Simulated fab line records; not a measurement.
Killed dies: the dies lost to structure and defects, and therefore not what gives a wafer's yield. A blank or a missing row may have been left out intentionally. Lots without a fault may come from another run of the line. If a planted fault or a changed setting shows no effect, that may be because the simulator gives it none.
Matching of chambers ; flow n5_finfet ; rie_diel-03 running N5_BEOL_M12_ETCH_38: 4 sister chambers
The step etches SiCN in CF4/N2, target depth 68.7 nm, time 73.4 s. 4 wafers are shown with their chamber, then 9 later ones without.

## WAFERS WITH THEIR CHAMBER
wafer;chamber;drypump_motor_current_A (A)
L081.6;2;5.8
L087.2;1;5.5
L087.4;0;6.5
L087.6;3;5.9

## WAFERS WITH NO CHAMBER GIVEN
wafer;drypump_motor_current_A (A)
L094.1;5.5
L094.4;5.5
L094.6;6.5
L095.2;6.5
L095.5;6.5
L095.6;5.6
L096.2;5.5
L096.4;5.5
L096.5;5.5

## THE CHAMBER EACH PASSED THROUGH
wafer;from the rows above;in truth
L094.1;1;1
L094.4;1;1
L094.6;0;0
L095.2;0;0
L095.5;0;0
L095.6;1;1
L096.2;1;1
L096.4;1;1
L096.5;1;1
9 of 9 placed correctly. Not placeable from these rows: 0. Number placed wrongly: 0.
How it was worked out, from the rows above alone: a wafer's distance from a chamber is the root of the sum, over the readings, of the square of ((its reading less the chamber's mean) divided by the reading's scatter). If the next closest chamber is less than 2 further off than the closest, the wafer can't be placed; otherwise it belongs to the closest. For every chamber, the mean is computed from those of its wafers that are shown. The scatter: with one shown wafer a chamber, the root of the mean of the squares of how far each hidden wafer lies from its nearest shown one.
